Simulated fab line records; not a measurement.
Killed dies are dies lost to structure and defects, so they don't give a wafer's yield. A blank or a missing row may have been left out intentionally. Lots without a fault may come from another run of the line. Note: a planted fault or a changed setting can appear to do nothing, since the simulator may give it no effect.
Split-lot trial || flow n5_finfet || route with 1938 steps; 7 lots, 21 wafers read

== THE SPLIT ==
At N5_BEOL_M15_ILD_DEP_00 (deposits SiO2 from TEOS/O2, target thk 1629.3 nm, time 346.1 s), the setting time_s was moved away from the recipe's 346.1 s on 9 of the 21 wafers read, by -12.7% to +14.0%. For the rest of the wafers, this setting stayed at what the recipe calls for.

Split to reading: the file shows no intervening step.

== THE READING ==
M15_ILD_THK (nm), taken at N5_BEOL_M15_THK_MEAS_01. Typical for fault-free wafers on this fab line: 1636 nm, with standard deviation 22 nm.

{"wafer": "L077.4", "tool, chamber at the split": "pecvd-04, 1", "time_s as run, s": 360.6, "against the recipe": "+4.2%", "M15_ILD_THK, nm": 1674, "against lot-mates on the recipe": "+42"}
{"wafer": "L077.5", "tool, chamber at the split": "pecvd-04, 0", "time_s as run, s": 346.1, "against the recipe": "recipe", "M15_ILD_THK, nm": 1632, "against lot-mates on the recipe": "-"}
{"wafer": "L077.6", "tool, chamber at the split": "pecvd-04, 2", "time_s as run, s": 360.6, "against the recipe": "+4.2%", "M15_ILD_THK, nm": 1681, "against lot-mates on the recipe": "+49"}
{"wafer": "L082.3", "tool, chamber at the split": "pecvd-02, 0", "time_s as run, s": 302.2, "against the recipe": "-12.7%", "M15_ILD_THK, nm": 1400, "against lot-mates on the recipe": -219}
{"wafer": "L082.4", "tool, chamber at the split": "pecvd-02, 2", "time_s as run, s": 346.1, "against the recipe": "recipe", "M15_ILD_THK, nm": 1631, "against lot-mates on the recipe": "-"}
{"wafer": "L082.5", "tool, chamber at the split": "pecvd-02, 0", "time_s as run, s": 346.1, "against the recipe": "recipe", "M15_ILD_THK, nm": 1607, "against lot-mates on the recipe": "-"}
{"wafer": "L084.2", "tool, chamber at the split": "pecvd-04, 2", "time_s as run, s": 325, "against the recipe": "-6.1%", "M15_ILD_THK, nm": 1510, "against lot-mates on the recipe": -98}
{"wafer": "L084.4", "tool, chamber at the split": "pecvd-04, 1", "time_s as run, s": 346.1, "against the recipe": "recipe", "M15_ILD_THK, nm": 1608, "against lot-mates on the recipe": "-"}
{"wafer": "L084.5", "tool, chamber at the split": "pecvd-04, 0", "time_s as run, s": 325, "against the recipe": "-6.1%", "M15_ILD_THK, nm": 1556, "against lot-mates on the recipe": -52}
{"wafer": "L089.2", "tool, chamber at the split": "pecvd-02, 2", "time_s as run, s": 346.1, "against the recipe": "recipe", "M15_ILD_THK, nm": 1611, "against lot-mates on the recipe": "-"}
{"wafer": "L089.4", "tool, chamber at the split": "pecvd-02, 0", "time_s as run, s": 394.6, "against the recipe": "+14.0%", "M15_ILD_THK, nm": 1885, "against lot-mates on the recipe": "+255"}
{"wafer": "L089.6", "tool, chamber at the split": "pecvd-02, 0", "time_s as run, s": 346.1, "against the recipe": "recipe", "M15_ILD_THK, nm": 1649, "against lot-mates on the recipe": "-"}
{"wafer": "L093.1", "tool, chamber at the split": "pecvd-02, 1", "time_s as run, s": 346.1, "against the recipe": "recipe", "M15_ILD_THK, nm": 1651, "against lot-mates on the recipe": "-"}
{"wafer": "L093.2", "tool, chamber at the split": "pecvd-02, 2", "time_s as run, s": 306.6, "against the recipe": "-11.4%", "M15_ILD_THK, nm": 1453, "against lot-mates on the recipe": -198}
{"wafer": "L093.4", "tool, chamber at the split": "pecvd-02, 0", "time_s as run, s": 306.6, "against the recipe": "-11.4%", "M15_ILD_THK, nm": 1453, "against lot-mates on the recipe": -198}
{"wafer": "L096.2", "tool, chamber at the split": "pecvd-01, 2", "time_s as run, s": 346.1, "against the recipe": "recipe", "M15_ILD_THK, nm": 1634, "against lot-mates on the recipe": "-"}
{"wafer": "L096.5", "tool, chamber at the split": "pecvd-01, 0", "time_s as run, s": 368.1, "against the recipe": "+6.4%", "M15_ILD_THK, nm": 1746, "against lot-mates on the recipe": "+83"}
{"wafer": "L096.6", "tool, chamber at the split": "pecvd-01, 1", "time_s as run, s": 346.1, "against the recipe": "recipe", "M15_ILD_THK, nm": 1692, "against lot-mates on the recipe": "-"}
{"wafer": "L097.1", "tool, chamber at the split": "pecvd-02, 0", "time_s as run, s": 346.1, "against the recipe": "recipe", "M15_ILD_THK, nm": 1622, "against lot-mates on the recipe": "-"}
{"wafer": "L097.2", "tool, chamber at the split": "pecvd-02, 1", "time_s as run, s": 346.1, "against the recipe": "recipe", "M15_ILD_THK, nm": 1644, "against lot-mates on the recipe": "-"}
{"wafer": "L097.5", "tool, chamber at the split": "pecvd-02, 0", "time_s as run, s": 346.1, "against the recipe": "recipe", "M15_ILD_THK, nm": 1655, "against lot-mates on the recipe": "-"}

FIT RESULTS
A straight line over all 21 wafers: M15_ILD_THK changes by +16.8 nm for each +1% of time_s; r = +0.98; the points scatter about the line by 23 nm.
The same after taking each lot's own level away (the mean of its wafers on the recipe; 21 wafers): +16.5 nm for each +1%; r = +0.98; scatter 21 nm.
Per that fit: largest time_s move, reading shift of 2.3e+02 nm.
Measured against the standard deviation above, the lots' own levels, which go from 1608.0 to 1663.0 nm, span 2.5 times it.
The two slopes are in agreement: the lot-to-lot level therefore moves the slope only a little.
Check: +217 nm against its lot-mates is what the line predicts for one of the wafers moved furthest among these (+14.0%) when that wafer is left out of the fit. Against them it came out at +255 nm.

== OTHER SPLITS ON THESE WAFERS ==
Note: prior to the reading, these wafers also went through further splits. Each is held against what the fit with the lots' levels taken away leaves over:
{"other split on the same wafers": "N5_BEOL_M13_ETCH_67 bias_w", "wafers away from the commonest value": 9, "r with M15_ILD_THK (lot level and that fit taken away)": -0.62}

== THE WHOLE CHAIN: every reading that the file lists as answering this split, in the file's order ==
{"step": "N5_BEOL_M15_ILD_DEP_00", "what it does": "deposits SiO2 from TEOS/O2, target thk 1629.3 nm, time 346.1 s", "reading": "SiO2_of_BEOL_M15_ILD_DEP_00.thk_nm (the simulator's own value, which no gauge read)", "change (the file's fit)": "+16.8 nm for each +1% of the setting", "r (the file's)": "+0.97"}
{"step": "N5_BEOL_M15_THK_MEAS_01", "what it does": "", "reading": "M15_ILD_THK", "change (the file's fit)": "+16.8 for each +1% of the setting", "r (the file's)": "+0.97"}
{"step": "N5_BEOL_M15_VIA_ETCH_16", "what it does": "etches SiO2 in C4F8/O2/Ar, target depth 1792.2 nm", "reading": "etch.depth_nm (the simulator's own value, which no gauge read)", "change (the file's fit)": "+16.8 nm for each +1% of the setting", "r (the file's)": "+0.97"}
{"step": "N5_BEOL_M15_VIA_ETCH_16", "what it does": "etches SiO2 in C4F8/O2/Ar, target depth 1792.2 nm", "reading": "coat_of_BEOL_M15_COAT_04.thk_nm (the simulator's own value, which no gauge read)", "change (the file's fit)": "-4.42 nm for each +1% of the setting", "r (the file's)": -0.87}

== THE FILE'S OWN FIT ==
M15_ILD_THK changes by +16.8 nm for each +1% of time_s, r = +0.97.
